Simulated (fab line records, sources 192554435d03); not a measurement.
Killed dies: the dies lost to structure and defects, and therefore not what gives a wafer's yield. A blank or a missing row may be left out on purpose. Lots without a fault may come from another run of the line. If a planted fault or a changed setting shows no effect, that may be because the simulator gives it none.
Split-lot study ; flow n5_finfet ; route with 1938 steps; 7 lots, 21 wafers read

== SPLIT DETAILS ==
At N5_DUMMY_GATE_ETCH_42 (etches SiO2 in CHF3/O2, target depth 3.5 nm, time 31 s), the setting bias_w was moved away from the recipe's 12 W on 6 of the 21 wafers read, by -16.6% to +16.2%. The other wafers ran this setting at the recipe's value.

The reading is taken at the split's own step.

== THE READING ==
rf_vpp_V, in V, at N5_DUMMY_GATE_ETCH_42 (etches SiO2 in CHF3/O2, target depth 3.5 nm, time 31 s). On this fab line, fault-free wafers typically give 42.4 V with a standard deviation of 0.88 V.

wafer;tool, chamber at the split;bias_w as run, W;against the recipe;rf_vpp_V, V;against lot-mates on the recipe
L076.2;rie_diel-06, 3;12.56;+4.7%;43.8;+1.8
L076.4;rie_diel-06, 0;12.56;+4.7%;44.6;+2.6
L076.6;rie_diel-06, 1;12;recipe;42.0;-
L081.2;rie_diel-01, 1;12;recipe;41.9;-
L081.3;rie_diel-01, 0;12;recipe;41.1;-
L081.5;rie_diel-01, 3;12;recipe;42.5;-
L083.2;rie_diel-06, 3;12;recipe;42.4;-
L083.5;rie_diel-06, 1;13.94;+16.2%;47.0;+4.6
L083.6;rie_diel-06, 0;13.94;+16.2%;48.2;+5.8
L084.1;rie_diel-06, 1;12;recipe;42.7;-
L084.2;rie_diel-06, 2;12;recipe;41.8;-
L084.5;rie_diel-06, 0;12;recipe;42.7;-
L087.1;rie_diel-02, 2;12;recipe;41.2;-
L087.4;rie_diel-02, 3;10.01;-16.6%;37.3;-3.9
L087.6;rie_diel-02, 3;10.01;-16.6%;36.5;-4.7
L096.1;rie_diel-01, 0;12;recipe;41.4;-
L096.5;rie_diel-01, 0;12;recipe;42.9;-
L096.6;rie_diel-01, 1;12;recipe;43.9;-
L097.2;rie_diel-06, 0;12;recipe;42.4;-
L097.4;rie_diel-06, 1;12;recipe;43.0;-
L097.6;rie_diel-06, 1;12;recipe;40.7;-

FIT RESULTS
A straight line over all 21 wafers: rf_vpp_V changes by +0.33 V for each +1% of bias_w; r = +0.95; the points scatter about the line by 0.79 V.
The same after taking each lot's own level away (the mean of its wafers on the recipe; 21 wafers): +0.295 V for each +1%; r = +0.95; scatter 0.75 V.
Per that fit: largest bias_w move, reading shift of 4.9 V.
The lots' own levels span 41.20 to 42.73 V, that is 1.7 times the standard deviation above.
Hence the slope depends on the lot-to-lot level, as the two fits are not the same.
Check: -5.09 V against its lot-mates is what the line predicts for one of the wafers moved furthest among these (-16.6%) when that wafer is left out of the fit. It came out at -3.9 V against them.
Tool readings at the split's step, against how far the setting was moved: rf_vpp_V r = +0.95.

== THE OTHER SPLITS THESE WAFERS WENT THROUGH ==
Other splits were also applied to these wafers ahead of the reading. Each is held against what the fit with the lots' levels taken away leaves over:
other split on the same wafers;wafers away from the commonest value;r with rf_vpp_V (lot level and that fit taken away)
N5_ZERO_LAYER_COAT_05 spin_rpm;8;-0.25
N5_ZERO_LAYER_EXPOSE_08 dose_mj;7;+0.31
N5_ZERO_LAYER_DESCUM_16 time_s;4;+0.16
N5_WELL_APT_COAT_02 spin_rpm;11;+0.13
N5_FIN_SAQP_PECVD_48 time_s;10;-0.10
N5_FIN_SAQP_COAT_50 spin_rpm;8;+0.23
N5_DUMMY_GATE_ETCH_31 target_depth_a;8;+0.10

== THE FILE'S OWN FIT ==
rf_vpp_V changes by +0.296 V for each +1% of bias_w, r = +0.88.
